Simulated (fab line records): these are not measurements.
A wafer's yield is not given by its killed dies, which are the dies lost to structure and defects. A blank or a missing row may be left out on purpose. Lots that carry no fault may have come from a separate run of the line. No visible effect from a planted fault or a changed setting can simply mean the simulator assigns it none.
fab line records | flow n5_finfet
[record] lots = 12 | wafers = 34 | last_day = 17
route steps=1938 shown SD_EPI_P@311 SD_ACTIVATION@330 PASSIVATION@1936
lots that met no fault: from a run of the same line without faults
start_h: the number of hours between the record's first day and the start of the first shown wafer of the lot | wait_h: hours elapsed since this lot's preceding step | " repeats the value in the row above | L1.1+2: a single row standing in for several wafers | - value missing, or start not given | * or withheld: withheld | < > ~ a bound
route shown NAME@n: NAME is a module with steps in the file, n the number in the route of the first one | usual: the fault-free wafers' mean and standard deviation | same: alike in all rows | chamber/n: place in a boat | sites: each site's reading | _std_site: how widely they spread, as a standard deviation | _edge_site: inner sites' mean taken away from outer sites' mean | radius_mm: for every site, how far away it sits from the centre of the wafer | mask NAME#n: copy n | behind: the most recent tool/chamber to have shaped the wafer | hold: cause of the lot's hold/its duration in hours/its outcome | device: which transistor (n, p or np) failed to switch | end of line: tests of these same wafers at the route's end | step lacking rows: just its recipe | killed: count of dies lost to structure and defects at first sort (not the wafer's yield) | map: a wafer's dies, x killed, . not, _ none there
set.NAME: the setting the step ran with; set.NAME@STEP: the setting that earlier step ran with | model.NAME: the simulator's own value behind a step, which no gauge read
a sample of lots followed through the steps of the route, with each step as a table and each wafer as a row
services: when a tool's chamber went out of use (start_h, in hours from the record's first day, below 0 if earlier), for how many hours, and the reason
[[steps]]
[step N5_SD_EPI_P_ETCH_47]
[recipe] chemistry = CH3F/O2 | target = SiOCN | target_depth_a = 250 | mask_material = SOC | ion_energy_ev = 60 | bias_w = 29 | pressure_mtorr = 30 | source_w = 410 | Ar_flow_sccm = 150 | CH3F_flow_sccm = 30 | O2_flow_sccm = 20
[usual] O2_flow_sccm = 19.99/0.058 | drypump_motor_current_A = 5.7/0.31 | oes_product_au = 0.78/0.084 | rf_vpp_V = 128.1/2.2 | showerhead_plenum_p_Torr = 1.99/0.071 | throttle_valve_pct = 16.36/0.21
lot.wafer | tool        | chamber | start_h | wait_h | O2_flow_sccm | drypump_motor_current_A | oes_product_au | rf_hours_counter_h | rf_vpp_V | showerhead_plenum_p_Torr | throttle_valve_pct
L253.1    | rie_diel-05 | 3       | 54.27   | 0.1    | 20.08        | 6.1                     | 0.68           | 229                | 127.6    | 1.89                     | 16.78
L253.2    | "           | 2       | "       | "      | 20.03        | 5.6                     | 0.93           | 20                 | 128.3    | 2.04                     | 16.08
L253.3    | "           | 0       | "       | "      | 20.01        | 5.8                     | 0.80           | 111                | 126.9    | 1.93                     | 16.47
L254.2    | rie_diel-03 | 3       | 59.93   | 0.1    | 19.99        | 5.3                     | 0.78           | 136                | 125.5    | 2.02                     | 16.39
L254.3    | "           | 0       | "       | "      | 19.94        | 5.4                     | 0.75           | 157                | 128.8    | 1.99                     | 16.37
L254.6    | "           | 0       | "       | "      | 20.01        | 5.4                     | 0.74           | -                  | 128.6    | 1.99                     | 16.35
L255.2    | rie_diel-03 | 1       | 67.30   | 0.1    | 20.08        | 6.2                     | 0.75           | 152                | 127.8    | 1.92                     | 16.44
L255.5    | "           | 1       | "       | "      | 20.09        | 6.2                     | 0.76           | -                  | 128.5    | 1.92                     | 16.45
L255.6    | "           | 0       | "       | "      | 19.95        | 5.4                     | 0.75           | -                  | 129.4    | 1.99                     | 16.35
L256.1    | rie_diel-06 | 1       | 73.36   | 0.1    | 19.89        | 5.9                     | 0.76           | 139                | 129.9    | 2.09                     | 16.36
L256.2    | "           | 0       | "       | "      | 20.00        | 5.8                     | 0.75           | 119                | 121.7    | 2.01                     | 16.49
L256.5    | "           | 2       | "       | "      | 19.93        | 5.5                     | 0.72           | -                  | 128.3    | 1.98                     | 16.20
L257.2    | rie_diel-06 | 0       | 76.17   | 0.1    | 19.86        | 5.8                     | 0.74           | 120                | 125.1    | 2.01                     | 16.49
L257.4    | "           | 2       | "       | "      | 20.06        | 5.5                     | 0.71           | 181                | 126.7    | 1.98                     | 16.16
L257.6    | "           | 2       | "       | "      | 20.01        | 5.5                     | 0.71           | -                  | 125.5    | 1.98                     | 16.18
L258.1    | rie_diel-03 | 3       | 84.44   | 0.1    | 19.95        | 5.3                     | 0.78           | 143                | 126.6    | 2.02                     | 16.39
L258.2    | "           | 1       | "       | "      | 20.00        | 6.2                     | 0.75           | 157                | 129.1    | 1.92                     | 16.47
L258.4    | "           | 2       | "       | "      | 19.99        | 5.5                     | 0.69           | 245                | 129.1    | 1.89                     | 16.59
L259.2    | rie_diel-05 | 1       | 89.39   | 0.1    | 19.99        | 5.7                     | 0.76           | 133                | 129.0    | 1.99                     | 15.92
L259.3    | "           | 0       | "       | "      | 19.93        | 5.8                     | 0.80           | 117                | 126.5    | 1.93                     | 16.49
L259.6    | "           | 3       | "       | "      | 19.99        | 6.1                     | 0.67           | -                  | 129.3    | 1.89                     | 16.79
L261.2    | rie_diel-03 | 1       | 105.90  | 0.1    | 20.03        | 6.2                     | 0.74           | 163                | 128.5    | 1.92                     | 16.47
L261.3    | "           | 3       | "       | "      | 19.96        | 5.3                     | 0.77           | 150                | 125.0    | 2.01                     | 16.39
L261.6    | "           | 1       | "       | "      | 20.13        | 6.2                     | 0.74           | -                  | 128.0    | 1.92                     | 16.47
L270.1    | rie_diel-03 | 0       | 156.52  | 0.1    | 19.87        | 5.4                     | 0.72           | 191                | 129.4    | 1.98                     | 16.42
L270.2    | "           | 3       | "       | "      | 19.96        | 5.2                     | 0.75           | 170                | 125.4    | 2.01                     | 16.45
L271.1    | rie_diel-03 | 0       | 163.84  | 0.1    | 20.04        | 5.4                     | 0.72           | 194                | 128.4    | 1.98                     | 16.42
L271.2    | "           | 3       | "       | "      | 19.99        | 5.2                     | 0.74           | 173                | 125.2    | 2.01                     | 16.45
L275.1    | rie_diel-03 | 0       | 188.89  | 0.1    | 19.92        | 5.4                     | 0.71           | 202                | 130.0    | 1.98                     | 16.46
L275.2    | "           | 2       | "       | "      | 19.91        | 5.5                     | 0.91           | 9                  | 128.1    | 2.14                     | 16.15
L275.3    | "           | 1       | "       | "      | 20.01        | 6.2                     | 0.71           | 194                | 128.2    | 1.91                     | 16.52
L276.3    | rie_diel-05 | 3       | 193.19  | 0.1    | 20.00        | 6.1                     | 0.90           | 17                 | 130.9    | 2.13                     | 16.36
L276.4    | "           | 2       | "       | "      | 19.99        | 5.6                     | 0.87           | 59                 | 128.6    | 2.03                     | 16.15
L276.6    | "           | 3       | "       | "      | 19.99        | 6.1                     | 0.90           | -                  | 132.2    | 2.13                     | 16.35
[step N5_SD_EPI_P_PRECLEAN_32]
[recipe] chemistry = dHF | time_s = 10 | dilution = 500:1 | temp_c = 25
lot.wafer  | tool         | chamber | start_h | wait_h
L253.1+2+3 | wet_bench-05 | 3,7,2   | 57.42   | 0.0
L254.2+3+6 | wet_bench-04 | 4,5,6   | 63.08   | 0.0
L255.2+5+6 | wet_bench-04 | 7,2,0   | 70.45   | 0.0
L256.1+2+5 | wet_bench-01 | 5,7,6   | 76.53   | 0.0
L257.2+4+6 | wet_bench-01 | 2,0,3   | 79.32   | 0.0
L258.1+2+4 | wet_bench-04 | 4,5,7   | 87.58   | 0.0
L259.2+3+6 | wet_bench-01 | 5,4,1   | 92.54   | 0.0
L261.2+3+6 | wet_bench-01 | 7,0,5   | 109.04  | 0.0
L270.1+2   | wet_bench-04 | 5,7     | 160.51  | 0.0
L271.1+2   | wet_bench-04 | 7,4     | 167.85  | 0.0
L275.1+2+3 | wet_bench-05 | 1,2,5   | 192.88  | 0.0
L276.3+4+6 | wet_bench-04 | 5,4,3   | 196.89  | 0.0
[step N5_SD_EPI_P_INSPECT_26]
[recipe] inspect_instrument = darkfield | mode = post_epi
[usual] raw_defect_count = 189/36
lot.wafer | tool              | chamber | start_h | wait_h | raw_defect_count
L253.1    | defect_inspect-01 | -       | 57.47   | 0.0    | 206
L253.2    | "                 | -       | "       | "      | 212
L253.3    | "                 | -       | "       | "      | 182
L254.2    | defect_inspect-02 | -       | 63.14   | 0.0    | 183
L254.3    | "                 | -       | "       | "      | 158
L254.6    | "                 | -       | "       | "      | 198
L255.2    | defect_inspect-01 | -       | 70.50   | 0.0    | 178
L255.5    | "                 | -       | "       | "      | 194
L255.6    | "                 | -       | "       | "      | 225
L256.1    | defect_inspect-01 | -       | 76.58   | 0.0    | 163
L256.2    | "                 | -       | "       | "      | 162
L256.5    | "                 | -       | "       | "      | 128
L257.2    | defect_inspect-01 | -       | 79.37   | 0.0    | 152
L257.4    | "                 | -       | "       | "      | 164
L257.6    | "                 | -       | "       | "      | 140
L258.1    | defect_inspect-01 | -       | 87.64   | 0.0    | 155
L258.2    | "                 | -       | "       | "      | 242
L258.4    | "                 | -       | "       | "      | 223
L259.2    | defect_inspect-02 | -       | 92.60   | 0.0    | 574
L259.3    | "                 | -       | "       | "      | 518
L259.6    | "                 | -       | "       | "      | 472
L261.2    | defect_inspect-02 | -       | 109.10  | 0.0    | 476
L261.3    | "                 | -       | "       | "      | 515
L261.6    | "                 | -       | "       | "      | 483
L270.1    | defect_inspect-01 | -       | 160.56  | 0.0    | 187
L270.2    | "                 | -       | "       | "      | 165
L271.1    | defect_inspect-01 | -       | 167.91  | 0.0    | 194
L271.2    | "                 | -       | "       | "      | 265
L275.1    | defect_inspect-02 | -       | 192.93  | 0.0    | 186
L275.2    | "                 | -       | "       | "      | 139
L275.3    | "                 | -       | "       | "      | 185
L276.3    | defect_inspect-02 | -       | 196.94  | 0.0    | 173
L276.4    | "                 | -       | "       | "      | 186
L276.6    | "                 | -       | "       | "      | 202
[step N5_SD_ACTIVATION_RTA_00]
[recipe] temp_c = 975 | time_s = 0 | ambient = N2 | idle_temp_c = 600 | ramp_up_c_per_s = 150 | ramp_down_c_per_s = 60 | cool_to_c = 600
[usual] lamp_power_pct = 8.95/0.055 | lamp_zone_6_pct = 8.877/0.028 | wafer_temp_C_max = 975.2/1.8
lot.wafer | tool          | chamber | start_h | wait_h | lamp_power_pct | lamp_zone_6_pct | wafer_temp_C_max
L253.1    | rtp_anneal-01 | 0       | 57.50   | 0.0    | 9.00           | 8.860           | 974.1
L253.2    | "             | 0       | "       | "      | 9.02           | 8.838           | 975.1
L253.3    | "             | 0       | "       | "      | 9.03           | 8.880           | 977.5
L254.2    | rtp_anneal-01 | 0       | 63.19   | 0.1    | 8.86           | 8.895           | 975.7
L254.3    | "             | 0       | "       | "      | 9.01           | 8.844           | 976.1
L254.6    | "             | 0       | "       | "      | 8.89           | 8.899           | 972.8
L255.2    | rtp_anneal-02 | 0       | 70.63   | 0.1    | 9.06           | 8.920           | 973.4
L255.5    | "             | 0       | "       | "      | 8.97           | 8.884           | 977.9
L255.6    | "             | 0       | "       | "      | 8.94           | 8.867           | 975.1
L256.1    | rtp_anneal-02 | 0       | 76.69   | 0.1    | 9.02           | 8.869           | 974.5
L256.2    | "             | 0       | "       | "      | 8.97           | 8.875           | 975.3
L256.5    | "             | 0       | "       | "      | 8.86           | 8.833           | 973.2
L257.2    | rtp_anneal-01 | 0       | 79.43   | 0.1    | 8.89           | 8.837           | 974.6
L257.4    | "             | 0       | "       | "      | 8.91           | 8.879           | 975.5
L257.6    | "             | 0       | "       | "      | 8.87           | 8.864           | 972.4
L258.1    | rtp_anneal-02 | 0       | 87.67   | 0.0    | 8.96           | 8.871           | 973.3
L258.2    | "             | 0       | "       | "      | 8.96           | 8.886           | 977.4
L258.4    | "             | 0       | "       | "      | 8.96           | 8.841           | 976.0
L259.2    | rtp_anneal-02 | 0       | 92.66   | 0.1    | 8.93           | 8.836           | 977.1
L259.3    | "             | 0       | "       | "      | 8.95           | 8.867           | 976.6
L259.6    | "             | 0       | "       | "      | 8.87           | 8.883           | 974.7
L261.2    | rtp_anneal-02 | 0       | 109.16  | 0.1    | 8.95           | 8.932           | 974.5
L261.3    | "             | 0       | "       | "      | 8.89           | 8.932           | 975.7
L261.6    | "             | 0       | "       | "      | 8.93           | 8.896           | 972.8
L270.1    | rtp_anneal-02 | 0       | 160.73  | 0.2    | 8.98           | 8.938           | 976.7
L270.2    | "             | 0       | "       | "      | 8.97           | 8.904           | 974.8
L271.1    | rtp_anneal-01 | 0       | 167.93  | 0.0    | 8.85           | 8.879           | 973.6
L271.2    | "             | 0       | "       | "      | 8.95           | 8.923           | 970.0
L275.1    | rtp_anneal-02 | 0       | 192.96  | 0.0    | 8.99           | 8.864           | 972.2
L275.2    | "             | 0       | "       | "      | 8.94           | 8.882           | 976.2
L275.3    | "             | 0       | "       | "      | 8.94           | 8.913           | 976.8
L276.3    | rtp_anneal-02 | 0       | 197.03  | 0.1    | 8.92           | 8.888           | 975.9
L276.4    | "             | 0       | "       | "      | 9.00           | 8.865           | 973.6
L276.6    | "             | 0       | "       | "      | 9.04           | 8.833           | 978.5
[step N5_PASSIVATION_PROBE_49]
[usual] killed_at_M0_to_M3 = 33/9.1 | killed_at_M4_up = 14/5.6 | killed_at_contacts = 13/5.7 | killed_at_front_end = 42/12 | killed_at_other = 4/3 | killed_dies = 105/16 | killed_open = 69/11 | killed_short = 34/7.5
[same] gross_dies = 1180 | killed_at_back_side = 0
lot.wafer | tool      | chamber | start_h | wait_h | killed_at_M0_to_M3 | killed_at_M4_up | killed_at_contacts | killed_at_front_end | killed_at_other | killed_dies | killed_open | killed_short
L253.1    | prober-02 | -       | 262.73  | 0.0    | 28                 | 19              | 11                 | 54                  | 2               | 114         | 73          | 37
L253.2    | prober-02 | -       | 262.78  | 0.1    | 28                 | 24              | 12                 | 33                  | 2               | 99          | 66          | 28
L253.3    | prober-02 | -       | 262.83  | 0.1    | 29                 | 13              | 6                  | 51                  | 1               | 100         | 66          | 33
L255.2    | prober-02 | -       | 281.85  | 0.1    | 31                 | 15              | 31                 | 26                  | 5               | 108         | 73          | 33
L255.5    | prober-02 | -       | 282.00  | 0.2    | 26                 | 21              | 11                 | 24                  | 5               | 87          | 59          | 23
L255.6    | prober-02 | -       | 282.05  | 0.3    | 25                 | 24              | 11                 | 29                  | 5               | 94          | 64          | 30
L257.2    | prober-01 | -       | 283.81  | 0.1    | 18                 | 13              | 19                 | 51                  | 2               | 103         | 61          | 42
L257.4    | prober-01 | -       | 283.91  | 0.2    | 31                 | 13              | 14                 | 33                  | 7               | 98          | 54          | 40
L257.6    | prober-01 | -       | 284.01  | 0.3    | 35                 | 10              | 15                 | 34                  | 1               | 95          | 61          | 32
L258.1    | prober-01 | -       | 296.94  | 0.0    | 31                 | 14              | 31                 | 33                  | 9               | 118         | 75          | 43
L258.2    | prober-01 | -       | 296.99  | 0.1    | 34                 | 19              | 13                 | 31                  | 4               | 101         | 66          | 34
L258.4    | prober-01 | -       | 297.09  | 0.2    | 53                 | 12              | 9                  | 31                  | 7               | 112         | 69          | 42
L259.2    | prober-01 | -       | 300.77  | 0.5    | 35                 | 7               | 9                  | 168                 | 4               | 223         | 70          | 44
L259.3    | prober-01 | -       | 300.82  | 0.5    | 33                 | 12              | 16                 | 145                 | 8               | 214         | 73          | 42
L259.6    | prober-01 | -       | 300.97  | 0.7    | 32                 | 17              | 13                 | 140                 | 6               | 208         | 79          | 39
L261.2    | prober-02 | -       | 309.78  | 0.1    | 34                 | 10              | 13                 | 125                 | 2               | 184         | 64          | 23
L261.3    | prober-02 | -       | 309.83  | 0.1    | 39                 | 11              | 16                 | 162                 | 1               | 229         | 67          | 49
L261.6    | prober-02 | -       | 309.98  | 0.3    | 43                 | 3               | 13                 | 136                 | 4               | 199         | 61          | 41
L270.1    | prober-01 | -       | 368.26  | 0.0    | 27                 | 9               | 1                  | 18                  | 4               | 59          | 31          | 27
L270.2    | prober-01 | -       | 368.31  | 0.1    | 25                 | 12              | 4                  | 33                  | 8               | 82          | 63          | 19
L271.1    | prober-01 | -       | 378.24  | 0.0    | 33                 | 18              | 3                  | 46                  | 8               | 108         | 72          | 36
L271.2    | prober-01 | -       | 378.29  | 0.1    | 40                 | 17              | 11                 | 46                  | 5               | 119         | 78          | 39
L275.1    | prober-02 | -       | 411.58  | 0.0    | 40                 | 14              | 16                 | 40                  | 11              | 121         | 79          | 40
L275.2    | prober-02 | -       | 411.63  | 0.1    | 42                 | 24              | 15                 | 45                  | 4               | 130         | 97          | 33
L275.3    | prober-02 | -       | 411.68  | 0.1    | 28                 | 12              | 13                 | 36                  | 6               | 95          | 67          | 26
// killed by level:class
L253.1 FIN_SAQP:geometric_particle:open=15 STI_FIN_REVEAL:geometric_particle:open=13 BEOL_M3:geometric_particle:open=10 FIN_SAQP:geometric_particle:short=8 MOL_CONTACT_COAG:geometric_particle:open=7 BEOL_M4:geometric_particle:open=5 BEOL_M0_SAQP:geometric_particle:open=5 MOL_CONTACT_COAG:geometric_particle:short=4
L253.2 BEOL_M4:geometric_particle:open=15 FIN_SAQP:geometric_particle:open=10 BEOL_M3:geometric_particle:open=10 FIN_SAQP:geometric_particle:short=8 MOL_CONTACT_COAG:geometric_particle:open=8 GATE_CUT:geometric_particle:short=5 BEOL_M2:geometric_particle:open=5 MOL_CONTACT_COAG:geometric_particle:short=4
L253.3 FIN_SAQP:geometric_particle:short=14 BEOL_M3:geometric_particle:open=13 FIN_SAQP:geometric_particle:open=11 BEOL_M4:geometric_particle:open=8 BEOL_M2:geometric_particle:open=7 MOL_CONTACT_COAG:geometric_particle:open=5 STI_FIN_REVEAL:geometric_particle:open=5 GATE_CUT:geometric_particle:short=5
L255.2 MOL_CONTACT_COAG:geometric_particle:open=23 BEOL_M3:geometric_particle:open=8 MOL_CONTACT_COAG:geometric_particle:short=7 BEOL_M2:geometric_particle:open=6 BEOL_M5:geometric_particle:open=6 GATE_CUT:geometric_particle:short=5 BEOL_M0_SAQP:geometric_particle:open=5 BEOL_M4:geometric_particle:open=4
L255.5 BEOL_M4:geometric_particle:open=11 MOL_CONTACT_COAG:geometric_particle:open=10 BEOL_M3:geometric_particle:open=10 FIN_SAQP:geometric_particle:short=5 FIN_SAQP:geometric_particle:open=4 GATE_CUT:geometric_particle:short=4 BEOL_M1:geometric_particle:open=4 BEOL_M3:geometric_particle:short=3
L255.6 BEOL_M3:geometric_particle:open=14 MOL_CONTACT_COAG:geometric_particle:open=10 FIN_SAQP:geometric_particle:short=5 GATE_CUT:geometric_particle:short=5 BEOL_M2:geometric_particle:open=5 BEOL_M4:geometric_particle:short=5 STARTING-WAFER:geometric_particle:open=5 FIN_SAQP:geometric_particle:open=4
L257.2 MOL_CONTACT_COAG:geometric_particle:open=15 FIN_SAQP:geometric_particle:short=12 BEOL_M0_SAQP:geometric_particle:short=9 DUMMY_GATE:geometric_particle:open=8 FIN_SAQP:geometric_particle:open=6 GATE_CUT:geometric_particle:short=6 ILD0:geometric_particle:open=5 MOL_CONTACT_COAG:geometric_particle:short=4
L257.4 FIN_SAQP:geometric_particle:short=12 BEOL_M0_SAQP:geometric_particle:short=11 MOL_CONTACT_COAG:geometric_particle:open=11 FIN_SAQP:geometric_particle:open=8 BEOL_M1:geometric_particle:open=7 BEOL_M0_SAQP:geometric_particle:open=6 GATE_CUT:geometric_particle:open=3 MOL_CONTACT_COAG:geometric_particle:short=3
L257.6 GATE_CUT:geometric_particle:open=8 MOL_CONTACT_COAG:geometric_particle:open=8 BEOL_M0_SAQP:geometric_particle:short=8 FIN_SAQP:geometric_particle:open=7 BEOL_M2:geometric_particle:open=7 BEOL_M3:geometric_particle:open=7 GATE_CUT:geometric_particle:short=6 MOL_CONTACT_COAG:geometric_particle:short=6
L258.1 MOL_CONTACT_COAG:geometric_particle:open=27 BEOL_M0_SAQP:geometric_particle:short=13 BEOL_M4:geometric_particle:open=6 DUMMY_GATE:geometric_particle:open=5 BEOL_M2:geometric_particle:open=5 FIN_SAQP:geometric_particle:short=4 GATE_CUT:geometric_particle:open=4 MOL_CONTACT_COAG:geometric_particle:short=4
L258.2 BEOL_M4:geometric_particle:open=10 MOL_CONTACT_COAG:geometric_particle:open=9 BEOL_M3:geometric_particle:open=8 BEOL_M0_SAQP:geometric_particle:open=7 BEOL_M0_SAQP:geometric_particle:short=6 DUMMY_GATE:geometric_particle:open=5 MOL_CONTACT_COAG:geometric_particle:short=4 BEOL_M2:geometric_particle:open=4
L258.4 BEOL_M0_SAQP:geometric_particle:short=12 BEOL_M1:geometric_particle:open=10 BEOL_M2:geometric_particle:open=8 BEOL_M3:geometric_particle:open=8 FIN_SAQP:geometric_particle:short=7 MOL_CONTACT_COAG:geometric_particle:open=7 BEOL_M0_SAQP:geometric_particle:open=7 GATE_CUT:geometric_particle:short=6
L259.2 SD_EPI_P:unspecified=107 FIN_SAQP:geometric_particle:short=19 FIN_SAQP:geometric_particle:open=19 STI_FIN_REVEAL:geometric_particle:open=12 BEOL_M0_SAQP:geometric_particle:short=12 BEOL_M0_SAQP:geometric_particle:open=9 MOL_CONTACT_COAG:geometric_particle:open=6 BEOL_M0:geometric_particle:open=4
L259.3 SD_EPI_P:unspecified=96 FIN_SAQP:geometric_particle:short=16 MOL_CONTACT_COAG:geometric_particle:open=13 FIN_SAQP:geometric_particle:open=10 DUMMY_GATE:geometric_particle:open=9 BEOL_M0_SAQP:geometric_particle:open=9 BEOL_M1:geometric_particle:open=8 BEOL_M0_SAQP:geometric_particle:short=6
L259.6 SD_EPI_P:unspecified=87 FIN_SAQP:geometric_particle:short=15 FIN_SAQP:geometric_particle:open=12 MOL_CONTACT_COAG:geometric_particle:open=10 BEOL_M0_SAQP:geometric_particle:open=10 DUMMY_GATE:geometric_particle:open=8 BEOL_M0_SAQP:geometric_particle:short=7 BEOL_M2:geometric_particle:open=7
L261.2 SD_EPI_P:unspecified=97 MOL_CONTACT_COAG:geometric_particle:open=10 FIN_SAQP:geometric_particle:open=8 BEOL_M2:geometric_particle:open=7 STI_FIN_REVEAL:geometric_particle:open=6 BEOL_M1:geometric_particle:open=6 BEOL_M0_SAQP:geometric_particle:open=5 BEOL_M0_SAQP:geometric_particle:short=5
L261.3 SD_EPI_P:unspecified=112 STI_FIN_REVEAL:geometric_particle:open=10 BEOL_M1:geometric_particle:open=9 MOL_CONTACT_COAG:geometric_particle:open=9 FIN_SAQP:geometric_particle:short=8 FIN_SAQP:geometric_particle:open=7 MOL_CONTACT_COAG:geometric_particle:short=7 DUMMY_GATE:geometric_particle:open=6
L261.6 SD_EPI_P:unspecified=96 FIN_SAQP:geometric_particle:short=13 FIN_SAQP:geometric_particle:open=11 BEOL_M0_SAQP:geometric_particle:short=10 BEOL_M1:geometric_particle:open=10 BEOL_M3:geometric_particle:open=10 MOL_CONTACT_COAG:geometric_particle:open=9 BEOL_M0_SAQP:geometric_particle:open=4
L270.1 BEOL_M0_SAQP:geometric_particle:short=7 BEOL_M3:geometric_particle:open=7 FIN_SAQP:geometric_particle:short=6 BEOL_M1:geometric_particle:open=4 FIN_SAQP:geometric_particle:open=2 ILD0:geometric_particle:open=2 GATE_CUT:geometric_particle:open=2 BEOL_M1:geometric_particle:short=2
L270.2 STI_FIN_REVEAL:geometric_particle:open=13 BEOL_M1:geometric_particle:open=12 BEOL_M5:geometric_particle:open=5 BEOL_M0_SAQP:geometric_particle:open=5 FIN_CUT:geometric_particle:short=3 GATE_CUT:geometric_particle:open=3 MOL_CONTACT_COAG:geometric_particle:open=3 BEOL_M3:geometric_particle:open=3
L271.1 STI_FIN_REVEAL:geometric_particle:open=12 BEOL_M0_SAQP:geometric_particle:short=12 BEOL_M0_SAQP:geometric_particle:open=11 BEOL_M4:geometric_particle:open=10 FIN_SAQP:geometric_particle:short=9 FIN_SAQP:geometric_particle:open=6 BEOL_M3:geometric_particle:open=5 PASS1_CAP:geometric_particle:open=4
L271.2 BEOL_M4:geometric_particle:open=13 STI_FIN_REVEAL:geometric_particle:open=10 BEOL_M3:geometric_particle:open=10 FIN_SAQP:geometric_particle:short=9 FIN_SAQP:geometric_particle:open=9 MOL_CONTACT_COAG:geometric_particle:open=9 BEOL_M0_SAQP:geometric_particle:short=8 BEOL_M0_SAQP:geometric_particle:open=7
L275.1 STI_FIN_REVEAL:geometric_particle:open=15 BEOL_M1:geometric_particle:open=15 MOL_CONTACT_COAG:geometric_particle:open=13 BEOL_M0_SAQP:geometric_particle:short=11 MIM_TOP_ETCH:geometric_particle:short=7 FIN_SAQP:geometric_particle:short=6 BEOL_M4:geometric_particle:open=6 STARTING-WAFER:geometric_particle:open=6
L275.2 STI_FIN_REVEAL:geometric_particle:open=22 BEOL_M0_SAQP:geometric_particle:open=17 BEOL_M4:geometric_particle:open=13 MOL_CONTACT_COAG:geometric_particle:open=10 BEOL_M3:geometric_particle:open=8 BEOL_M0_SAQP:geometric_particle:short=6 MOL_CONTACT_COAG:geometric_particle:short=5 FIN_SAQP:geometric_particle:open=4
L275.3 STI_FIN_REVEAL:geometric_particle:open=13 MOL_CONTACT_COAG:geometric_particle:open=9 BEOL_M0_SAQP:geometric_particle:open=9 BEOL_M4:geometric_particle:open=6 BEOL_M0_SAQP:geometric_particle:short=6 BEOL_M1:geometric_particle:open=6 BEOL_M2:geometric_particle:open=5 STI_FIN_REVEAL:geometric_particle:short=4
[[services]]
tool         | chamber | start_h | hours | kind
rie_diel-06  | 3       | 33.66   | -     | clean
rie_diel-06  | 3       | 33.66   | -     | consumable_replace:focus_ring
rie_diel-06  | 3       | 33.66   | 20.0  | scheduled_down
rie_diel-06  | 3       | 33.66   | 20.0  | vent_cycle
rie_diel-03  | 2       | 33.91   | 5.2   | repair
rie_diel-05  | 1       | 55.98   | 6.4   | repair
rie_diel-05  | 0       | 58.55   | 9.7   | repair
rie_diel-03  | -       | 76.83   | 0.6   | repair
rie_diel-06  | 2       | 78.81   | 9.3   | repair
rie_diel-03  | 2       | 100.80  | 22.0  | repair
rie_diel-06  | 1       | 113.13  | 2.7   | repair
rie_diel-03  | 2       | 125.25  | -     | clean
rie_diel-03  | 2       | 125.25  | -     | consumable_replace:focus_ring
rie_diel-03  | 2       | 125.25  | -     | consumable_replace:showerhead
rie_diel-03  | 2       | 125.25  | 35.9  | scheduled_down
rie_diel-03  | 2       | 125.25  | 35.9  | vent_cycle
rie_diel-05  | 3       | 126.60  | -     | clean
rie_diel-05  | 3       | 126.60  | -     | consumable_replace:focus_ring
rie_diel-05  | 3       | 126.60  | -     | consumable_replace:showerhead
rie_diel-05  | 3       | 126.60  | 13.2  | scheduled_down
rie_diel-05  | 3       | 126.60  | 13.2  | vent_cycle
rie_diel-05  | 2       | 147.57  | 7.4   | repair
wet_bench-05 | -       | 168.33  | 5.9   | repair
wet_bench-01 | -       | 178.81  | 6.6   | repair
[[key]]
[first_sign] step = N5_SD_EPI_P_INSPECT_26 | reading = raw_defect_count | direction = up | sigmas = 8.9 | usual = 189 | struck = 506
[effect] step = N5_PASSIVATION_PROBE_49 | reading = killed_at_front_end | direction = up | sigmas = 8.5 | usual = 42 | struck = 146
[more_kills_born_at] N5_SD_EPI_P_PRECLEAN_32@wet_bench-01 = 595
met_at N5_SD_EPI_P_PRECLEAN_32
struck_lots L259,L261
tester_left_out L259,L261
not_acting_at N5_SD_EPI_P_ETCH_47,N5_SD_ACTIVATION_RTA_00
onset_between 79.32 92.54
[fault] kind = chamber_particle_source | tool = wet_bench-01 | chamber = - | onset_h = 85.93 | steps = N5_SD_EPI_P_PRECLEAN_32 | rate_per_visit_cm2 = 0.499 | end_h = 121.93
// tester_left_out: of these lots the tester's yield and bins aren't shown, on N5 and GAA mostly nor the transistor test; their killed dies are dies lost to structure and defects alone, not to doping, threshold or leakage, so they don't give the yield
